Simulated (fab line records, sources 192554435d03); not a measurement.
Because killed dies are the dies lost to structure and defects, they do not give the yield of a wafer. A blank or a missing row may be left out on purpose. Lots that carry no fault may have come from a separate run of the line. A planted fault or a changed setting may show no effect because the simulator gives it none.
One fault seen from 3 desks / flow n5_finfet / numbers are kept per desk, each desk with only its own; the story behind them comes last

== METROLOGY DESK ==
Lot by lot, what the gauges showed, no matter which tool ran the lot: averages of those sampled wafers that carry a number. Any lot whose mean is over 4 standard deviations away from the usual mean is out of limits and marked OUT; that distance is given in the brackets. Of its 11 readings 7 are shown: those that lie furthest out on some lot.
Columns: A = M1_RS at N5_BEOL_M1_RS_MEAS_58, usual 0.67 ohm/sq; B = IOFF_N at N5_BEOL_M4_RC_MEAS_101, usual 0.16 nA/um; C = IOFF_P at N5_BEOL_M4_RC_MEAS_101, usual 0.21 nA/um; D = ION_N at N5_BEOL_M4_RC_MEAS_101, usual 672 uA/um; E = ION_P at N5_BEOL_M4_RC_MEAS_101, usual 461 uA/um; F = VT_N at N5_BEOL_M4_RC_MEAS_101, usual 250 mV; G = VT_P at N5_BEOL_M4_RC_MEAS_101, usual -251 mV
lot=L198; first seen here=day 6 14:53; A=0.67; B=0.16; C=0.17; D=675; E=459; F=249; G=-253
lot=L199; first seen here=day 6 22:33; A=0.69; B=0.16; C=0.23; D=674; E=469; F=247; G=-247
lot=L211; first seen here=day 10 04:23; A=0.67; B=0.16; C=0.22; D=678; E=464; F=249; G=-250
lot=L212; first seen here=day 10 05:40; A=0.62; B=0.16; C=0.24; D=664; E=465; F=250; G=-247
lot=L213; first seen here=day 10 13:14; A=0.68; B=0.20; C=0.27; D=689; E=475; F=246; G=-245
lot=L214; first seen here=day 10 19:19; A=0.68; B=0.11; C=0.17; D=663; E=462; F=253; G=-253
lot=L216; first seen here=day 11 01:02; A=0.67; B=0.15; C=0.19; D=672; E=459; F=250; G=-253
lot=L219; first seen here=day 11 15:22; A=0.67; B=0.14; C=0.19; D=671; E=460; F=251; G=-254
lot=L221; first seen here=day 12 08:02; A=0.65; B=0.11; C=0.16; D=657; E=457; F=256; G=-253
This desk's verdict: no lot among the 9 shows anything out of limits.

== THE DEFECT DESK ==
Per lot, the means of the sampled wafers with a number show what the inspections along the route counted. Any lot whose mean is over 4 standard deviations away from the usual mean is out of limits and marked OUT; that distance is given in the brackets.
Columns: A = raw_defect_count at N5_BEOL_M2_INSPECT_13, usual 400
lot=L198; first seen here=day 6 17:46; A=353
lot=L199; first seen here=day 6 23:59; A=1365 (+12) OUT
lot=L211; first seen here=day 10 05:14; A=338
lot=L212; first seen here=day 10 08:13; A=360
lot=L213; first seen here=day 10 14:05; A=427
lot=L214; first seen here=day 10 21:13; A=366
lot=L216; first seen here=day 11 03:05; A=334
lot=L219; first seen here=day 11 16:18; A=395
lot=L221; first seen here=day 12 11:16; A=439
This desk's verdict: out of limits on L199, starting with L199 at day 6 23:59 (raw_defect_count at N5_BEOL_M2_INSPECT_13). Within limits: L198, L211, L212, L213, L214, L216, L219, L221.

== DESK OF THE TOOL OWNER: pecvd-04 ==
The tool's own readings at N5_BEOL_M2_PECVD_72 (deposits SiO2 from TEOS/O2, target thk 16 nm, time 18 s): means of the sampled wafers that have a number, for each lot that ran on this tool. Any lot whose mean is over 4 standard deviations away from the usual mean is out of limits and marked OUT; that distance is given in the brackets.
Columns: A = chamber_pressure_Torr at N5_BEOL_M2_PECVD_72, usual 5.500 Torr; B = heater_power_w at N5_BEOL_M2_PECVD_72, usual 741 W; C = showerhead_plenum_p_Torr at N5_BEOL_M2_PECVD_72, usual 8.79 Torr; D = throttle_valve_pct at N5_BEOL_M2_PECVD_72, usual 22.3 %
lot=L198; first seen here=day 6 15:04; A=5.507; B=709; C=8.79; D=22.1
lot=L199; first seen here=day 6 22:44; A=5.498; B=742; C=8.76; D=22.0
lot=L219; first seen here=day 11 15:32; A=5.498; B=618; C=8.81; D=21.9
This desk's verdict: no lot among the 3 shows anything out of limits.

== TAKEN TOGETHER ==
The defect desk could have raised an alarm at day 6 23:59, on L199.
From the metrology desk's view, nothing was out of limits.
The tool owner's desk saw nothing out of limits.
The metrology desk has L199 on record, within its limits.
Tool owner's desk: L199 on record, inside its limits.
On pecvd-04, each named lot ran N5_BEOL_M2_PECVD_72.

== WHAT WAS PUT IN BY THE SIMULATOR ==
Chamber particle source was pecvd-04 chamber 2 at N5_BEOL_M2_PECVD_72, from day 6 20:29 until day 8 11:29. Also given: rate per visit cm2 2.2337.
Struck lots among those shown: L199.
Hours from the fault's start to each desk's first reading out of limits: the defect desk, 4.
